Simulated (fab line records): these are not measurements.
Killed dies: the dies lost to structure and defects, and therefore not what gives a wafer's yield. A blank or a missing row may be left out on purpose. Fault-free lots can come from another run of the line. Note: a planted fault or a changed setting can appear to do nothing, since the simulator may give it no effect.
What tool caused it? / flow nand-harc / Sampling: 14 lots, 42 wafers, 3 of 1159 route steps

## WHAT EACH GAUGE READ, for each wafer
NHARC_A_M1_CD_MEAS_09 targets a cd of 120 nm.
lot=L736; measured=day 17 20:55; on=cd-sem-02; cd-nm (nm)=119.3 119.4 120.6
lot=L739; measured=day 18 01:22; on=cd-sem-01; cd-nm (nm)=119.9 120.5 119.8
lot=L735; measured=day 18 03:55; on=cd-sem-01; cd-nm (nm)=119.9 119.8 120.0
lot=L737; measured=day 18 09:14; on=cd-sem-01; cd-nm (nm)=71.1 70.8 70.4
lot=L744; measured=day 20 01:14; on=cd-sem-03; cd-nm (nm)=76.7 76.2 76.5
lot=L750; measured=day 21 02:52; on=cd-sem-01; cd-nm (nm)=118.9 118.8 119.6
lot=L748; measured=day 21 06:23; on=cd-sem-02; cd-nm (nm)=121.1 119.5 120.4
lot=L752; measured=day 22 03:43; on=cd-sem-02; cd-nm (nm)=119.3 119.8 119.3
lot=L753; measured=day 22 08:34; on=cd-sem-02; cd-nm (nm)=119.8 118.7 118.3
lot=L754; measured=day 22 08:56; on=cd-sem-02; cd-nm (nm)=120.1 120.6 119.7
lot=L757; measured=day 22 22:34; on=cd-sem-01; cd-nm (nm)=120.4 119.6 119.6
lot=L755; measured=day 23 04:23; on=cd-sem-02; cd-nm (nm)=120.1 119.4 120.4
lot=L756; measured=day 23 08:07; on=cd-sem-01; cd-nm (nm)=119.2 119.0 119.5
lot=L758; measured=day 24 02:07; on=cd-sem-02; cd-nm (nm)=119.6 119.6 119.8

## WHAT TOOL EACH LOT RAN ON (gives the tool, then ch and the chambers of the sampled wafers, and finally the start)
lot=L736; NHARC_A_BLC_ETCH_17=rie-diel-12 ch 2,3, day 17 20:50 or earlier; NHARC_A_M1_PEB_07=litho-track-06 ch 0, day 17 20:50
lot=L739; NHARC_A_BLC_ETCH_17=rie-diel-02 ch 1,2,3, day 18 01:17 or earlier; NHARC_A_M1_PEB_07=litho-track-04 ch 0, day 18 01:17
lot=L735; NHARC_A_BLC_ETCH_17=rie-diel-04 ch 0,1,3, day 18 03:49 or earlier; NHARC_A_M1_PEB_07=litho-track-04 ch 0, day 18 03:49
lot=L737; NHARC_A_BLC_ETCH_17=rie-diel-04 ch 2,3, day 18 09:10 or earlier; NHARC_A_M1_PEB_07=litho-track-01 ch 0, day 18 09:10
lot=L744; NHARC_A_BLC_ETCH_17=rie-diel-02 ch 1,2,3, day 20 01:09 or earlier; NHARC_A_M1_PEB_07=litho-track-01 ch 0, day 20 01:09
lot=L750; NHARC_A_BLC_ETCH_17=rie-diel-12 ch 0,1,3, day 21 02:47 or earlier; NHARC_A_M1_PEB_07=litho-track-06 ch 0, day 21 02:47
lot=L748; NHARC_A_BLC_ETCH_17=rie-diel-02 ch 0,1, day 21 06:17 or earlier; NHARC_A_M1_PEB_07=litho-track-06 ch 0, day 21 06:17
lot=L752; NHARC_A_BLC_ETCH_17=rie-diel-02 ch 1,2,3, day 22 03:38 or earlier; NHARC_A_M1_PEB_07=litho-track-04 ch 0, day 22 03:38
lot=L753; NHARC_A_BLC_ETCH_17=rie-diel-04 ch 1,3, day 22 08:29 or earlier; NHARC_A_M1_PEB_07=litho-track-01 ch 0, day 22 08:29
lot=L754; NHARC_A_BLC_ETCH_17=rie-diel-04 ch 1,2,3, day 22 08:52 or earlier; NHARC_A_M1_PEB_07=litho-track-04 ch 0, day 22 08:52
lot=L757; NHARC_A_BLC_ETCH_17=rie-diel-02 ch 0,1,3, day 22 22:29 or earlier; NHARC_A_M1_PEB_07=litho-track-06 ch 0, day 22 22:29
lot=L755; NHARC_A_BLC_ETCH_17=rie-diel-04 ch 0,1,2, day 23 04:19 or earlier; NHARC_A_M1_PEB_07=litho-track-06 ch 0, day 23 04:19
lot=L756; NHARC_A_BLC_ETCH_17=rie-diel-04 ch 0,1, day 23 08:02 or earlier; NHARC_A_M1_PEB_07=litho-track-01 ch 0, day 23 08:02
lot=L758; NHARC_A_BLC_ETCH_17=rie-diel-02 ch 1,2,3, day 24 02:02 or earlier; NHARC_A_M1_PEB_07=litho-track-06 ch 0, day 24 02:02
- NHARC_A_BLC_ETCH_17: etches the open film in N2/H2, target depth 390 nm, time 609.38 s.
- NHARC_A_M1_PEB_07: peb time 65 s.

## WHAT THE TOOLS THEMSELVES READ (means of the sampled wafers that have a number; where no wafer has one, the mark that the record gives instead)
NHARC_A_BLC_ETCH_17.
lot=L736; tool=rie-diel-12; drypump-motor-current-A (A)=6.4; oes-product-au (a.u.)=0.979; rf-fwd-power-W (W)=399.4; rf-vpp-V (V)=433; showerhead-plenum-p-Torr (Torr)=2.12; throttle-valve-pct (%)=14.166
lot=L739; tool=rie-diel-02; drypump-motor-current-A (A)=6.0; oes-product-au (a.u.)=0.987; rf-fwd-power-W (W)=399.3; rf-vpp-V (V)=431; showerhead-plenum-p-Torr (Torr)=2.08; throttle-valve-pct (%)=14.174
lot=L735; tool=rie-diel-04; drypump-motor-current-A (A)=5.6; oes-product-au (a.u.)=0.990; rf-fwd-power-W (W)=399.5; rf-vpp-V (V)=428; showerhead-plenum-p-Torr (Torr)=1.96; throttle-valve-pct (%)=14.183
lot=L737; tool=rie-diel-04; drypump-motor-current-A (A)=5.4; oes-product-au (a.u.)=0.996; rf-fwd-power-W (W)=399.9; rf-vpp-V (V)=427; showerhead-plenum-p-Torr (Torr)=1.92; throttle-valve-pct (%)=14.160
lot=L744; tool=rie-diel-02; drypump-motor-current-A (A)=6.0; oes-product-au (a.u.)=0.993; rf-fwd-power-W (W)=398.9; rf-vpp-V (V)=432; showerhead-plenum-p-Torr (Torr)=2.08; throttle-valve-pct (%)=14.171
lot=L750; tool=rie-diel-12; drypump-motor-current-A (A)=6.0; oes-product-au (a.u.)=1.006; rf-fwd-power-W (W)=400.0; rf-vpp-V (V)=431; showerhead-plenum-p-Torr (Torr)=2.13; throttle-valve-pct (%)=14.168
lot=L748; tool=rie-diel-02; drypump-motor-current-A (A)=5.9; oes-product-au (a.u.)=0.992; rf-fwd-power-W (W)=400.4; rf-vpp-V (V)=434; showerhead-plenum-p-Torr (Torr)=2.18; throttle-valve-pct (%)=14.172
lot=L752; tool=rie-diel-02; drypump-motor-current-A (A)=6.0; oes-product-au (a.u.)=0.997; rf-fwd-power-W (W)=398.6; rf-vpp-V (V)=432; showerhead-plenum-p-Torr (Torr)=2.08; throttle-valve-pct (%)=14.166
lot=L753; tool=rie-diel-04; drypump-motor-current-A (A)=5.2; oes-product-au (a.u.)=1.000; rf-fwd-power-W (W)=399.8; rf-vpp-V (V)=430; showerhead-plenum-p-Torr (Torr)=2.01; throttle-valve-pct (%)=14.171
lot=L754; tool=rie-diel-04; drypump-motor-current-A (A)=5.4; oes-product-au (a.u.)=0.998; rf-fwd-power-W (W)=399.2; rf-vpp-V (V)=428; showerhead-plenum-p-Torr (Torr)=1.96; throttle-valve-pct (%)=14.172
lot=L757; tool=rie-diel-02; drypump-motor-current-A (A)=6.0; oes-product-au (a.u.)=1.006; rf-fwd-power-W (W)=399.5; rf-vpp-V (V)=433; showerhead-plenum-p-Torr (Torr)=2.14; throttle-valve-pct (%)=14.179
lot=L755; tool=rie-diel-04; drypump-motor-current-A (A)=5.9; oes-product-au (a.u.)=1.004; rf-fwd-power-W (W)=400.0; rf-vpp-V (V)=428; showerhead-plenum-p-Torr (Torr)=1.94; throttle-valve-pct (%)=14.174
lot=L756; tool=rie-diel-04; drypump-motor-current-A (A)=6.1; oes-product-au (a.u.)=0.997; rf-fwd-power-W (W)=398.7; rf-vpp-V (V)=427; showerhead-plenum-p-Torr (Torr)=1.94; throttle-valve-pct (%)=14.160
lot=L758; tool=rie-diel-02; drypump-motor-current-A (A)=6.0; oes-product-au (a.u.)=0.998; rf-fwd-power-W (W)=399.8; rf-vpp-V (V)=432; showerhead-plenum-p-Torr (Torr)=2.08; throttle-valve-pct (%)=14.172

NHARC_A_M1_PEB_07.
lot=L736; tool=litho-track-06; heater-power-total-W (W)=156.1; plate-temp-C (C)=99.91
lot=L739; tool=litho-track-04; heater-power-total-W (W)=156.5; plate-temp-C (C)=100.04
lot=L735; tool=litho-track-04; heater-power-total-W (W)=156.8; plate-temp-C (C)=100.26
lot=L737; tool=litho-track-01; heater-power-total-W (W)=134.7; plate-temp-C (C)=89.83
lot=L744; tool=litho-track-01; heater-power-total-W (W)=134.5; plate-temp-C (C)=89.78
lot=L750; tool=litho-track-06; heater-power-total-W (W)=156.1; plate-temp-C (C)=99.92
lot=L748; tool=litho-track-06; heater-power-total-W (W)=156.9; plate-temp-C (C)=100.00
lot=L752; tool=litho-track-04; heater-power-total-W (W)=156.5; plate-temp-C (C)=100.04
lot=L753; tool=litho-track-01; heater-power-total-W (W)=156.2; plate-temp-C (C)=99.91
lot=L754; tool=litho-track-04; heater-power-total-W (W)=156.5; plate-temp-C (C)=100.11
lot=L757; tool=litho-track-06; heater-power-total-W (W)=156.7; plate-temp-C (C)=100.07
lot=L755; tool=litho-track-06; heater-power-total-W (W)=156.5; plate-temp-C (C)=100.00
lot=L756; tool=litho-track-01; heater-power-total-W (W)=157.0; plate-temp-C (C)=100.01
lot=L758; tool=litho-track-06; heater-power-total-W (W)=156.7; plate-temp-C (C)=100.01

## THE ANSWER, worked out from the rows above alone
Rule: the usual values come from the lots themselves. The widest of any qualifying gaps counts: lots, ordered by their means at a reading, are off when they make up no more than a third of the lots, leave a main group of 4 or more, and stand apart from it by 3 or more times the standard deviation of that group's means. The tables above print the reading to a certain number of digits; a main group whose means all agree to those digits is not used. Also off: a lot with no number at a reading for which 4 or more lots have one. Where the step has rows for the other lots, those lots are counted as sound. After the gauges, taken in route order, come the tools' own readings; for these a lot's mean is taken, as printed above. At the first step where some lot is off, the reading lying furthest off is the one used; lots without a number count as furthest.
Off: L737, L744 (NHARC_A_M1_CD_MEAS_09, cd-nm). The main group has a mean of 119.7 nm with a standard deviation of 0.42.
If a tool, at a process step before that reading, ran all the lots that are off and no sound lot after the first of them, it fits. The gauges at NHARC_A_M1_CD_MEAS_09 aren't tried: what is off there is off at NHARC_A_M1_PEB_07 too, on other tools, and a gauge's error can't cause that. NHARC_A_BLC_ETCH_17: start missing for some lots; hours and lot order therefore follow NHARC_A_M1_PEB_07. Not one of the candidates tried fits.

## WHAT THE SIMULATOR PUT IN
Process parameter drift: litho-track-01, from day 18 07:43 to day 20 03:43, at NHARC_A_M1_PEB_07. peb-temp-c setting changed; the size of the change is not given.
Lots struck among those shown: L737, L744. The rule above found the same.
